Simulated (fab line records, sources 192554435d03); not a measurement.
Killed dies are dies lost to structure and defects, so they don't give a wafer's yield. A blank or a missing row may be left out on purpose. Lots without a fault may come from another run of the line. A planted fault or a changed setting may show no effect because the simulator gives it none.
Split-lot experiment | flow n5_finfet | 7 lots, 39 wafers read, on a route of 1938 steps

THE SPLIT
At N5_FIN_SAQP_ALD_61 (deposits SiO2, target thk 4 nm, pulse time 1 s, purge time 2 s), the setting ald_cycles was moved away from the recipe's 43 on 15 of the 39 wafers read, by -60.5% to +60.5%. The other wafers ran this setting at the recipe's value.

The reading is taken at the split's own step.

THE READING
SiO2_of_FIN_SAQP_ALD_61.thk_nm (the simulator's own value, which no gauge read), in nm, at N5_FIN_SAQP_ALD_61 (deposits SiO2, target thk 4 nm, pulse time 1 s, purge time 2 s). The file gives no usual value for it. The 24 wafers here that ran the recipe average 4.003 nm, standard deviation 0.021 nm.

wafer  | tool, chamber at the split | ald_cycles as run | against the recipe | SiO2_of_FIN_SAQP_ALD_61.thk_nm, nm | against lot-mates on the recipe
L074.1 | ald_sin-04, 2              | 17                | -60.5%             | 1.589                              | -2.388
L074.2 | ald_sin-04, 1              | 43                | recipe             | 3.973                              | -
L074.3 | ald_sin-04, 3              | 17                | -60.5%             | 1.583                              | -2.394
L074.4 | ald_sin-04, 0              | 43                | recipe             | 3.976                              | -
L074.5 | ald_sin-04, 3              | 43                | recipe             | 3.981                              | -
L074.6 | ald_sin-04, 2              | 17                | -60.5%             | 1.567                              | -2.410
L078.1 | ald_sin-02, 3              | 29                | -32.6%             | 2.693                              | -1.292
L078.2 | ald_sin-02, 1              | 43                | recipe             | 3.977                              | -
L078.3 | ald_sin-02, 0              | 29                | -32.6%             | 2.68                               | -1.305
L078.4 | ald_sin-02, 1              | 29                | -32.6%             | 2.653                              | -1.332
L078.5 | ald_sin-02, 3              | 43                | recipe             | 3.994                              | -
L078.6 | ald_sin-02, 0              | 43                | recipe             | 3.984                              | -
L093.1 | ald_sin-04, 1              | 26                | -39.5%             | 2.419                              | -1.581
L093.2 | ald_sin-04, 3              | 26                | -39.5%             | 2.378                              | -1.622
L093.3 | ald_sin-04, 2              | 43                | recipe             | 4.023                              | -
L093.4 | ald_sin-04, 0              | 43                | recipe             | 3.979                              | -
L093.5 | ald_sin-04, 1              | 43                | recipe             | 3.999                              | -
L093.6 | ald_sin-04, 2              | 26                | -39.5%             | 2.422                              | -1.578
L094.1 | ald_sin-04, 2              | 43                | recipe             | 4.007                              | -
L094.2 | ald_sin-04, 1              | 43                | recipe             | 4.041                              | -
L094.3 | ald_sin-04, 0              | 65                | +51.2%             | 6.054                              | +2.044
L094.4 | ald_sin-04, 3              | 43                | recipe             | 3.982                              | -
L094.5 | ald_sin-04, 1              | 65                | +51.2%             | 6.056                              | +2.046
L094.6 | ald_sin-04, 2              | 65                | +51.2%             | 6.061                              | +2.051
L095.1 | ald_sin-01, 0              | 69                | +60.5%             | 6.426                              | +2.399
L095.2 | ald_sin-01, 1              | 69                | +60.5%             | 6.43                               | +2.403
L095.3 | ald_sin-01, 2              | 43                | recipe             | 4.045                              | -
L095.4 | ald_sin-01, 3              | 69                | +60.5%             | 6.414                              | +2.387
L095.5 | ald_sin-01, 2              | 43                | recipe             | 4.017                              | -
L095.6 | ald_sin-01, 3              | 43                | recipe             | 4.019                              | -
L096.2 | ald_sin-04, 0              | 43                | recipe             | 4                                  | -
L096.3 | ald_sin-04, 3              | 43                | recipe             | 3.988                              | -
L096.6 | ald_sin-04, 3              | 43                | recipe             | 3.983                              | -
L097.1 | ald_sin-02, 0              | 43                | recipe             | 4.028                              | -
L097.2 | ald_sin-02, 1              | 43                | recipe             | 4                                  | -
L097.3 | ald_sin-02, 2              | 43                | recipe             | 4.026                              | -
L097.4 | ald_sin-02, 3,2            | 43                | recipe             | 4.018                              | -
L097.5 | ald_sin-02, 3,2            | 43                | recipe             | 4.018                              | -
L097.6 | ald_sin-02, 1              | 43                | recipe             | 4.019                              | -
Where a row lists several chambers, the file gives one row for several wafers and doesn't say which wafer went through which chamber.

THE FIT
A straight line over all 39 wafers: SiO2_of_FIN_SAQP_ALD_61.thk_nm changes by +0.0402 nm for each +1% of ald_cycles; r = +1.00; the points scatter about the line by 0.02 nm.
The same after taking each lot's own level away (the mean of its wafers on the recipe; 39 wafers): +0.0398 nm for each +1%; r = +1.00; scatter 0.016 nm.
On that fit, the largest move of ald_cycles shifts the reading by 2.4 nm.
The lots' own levels span 3.9767 to 4.0270 nm, that is 2.4 times the standard deviation above.
So the lot-to-lot level changes the slope little: the two slopes agree.
Check: with one of the wafers moved furthest among these (-60.5%) left out of the fit, the line predicts -2.41 nm for it against its lot-mates. It came out at -2.39 nm against them.

THE FILE'S OWN FIT
SiO2_of_FIN_SAQP_ALD_61.thk_nm changes by +0.0399 nm for each +1% of ald_cycles, r = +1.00.
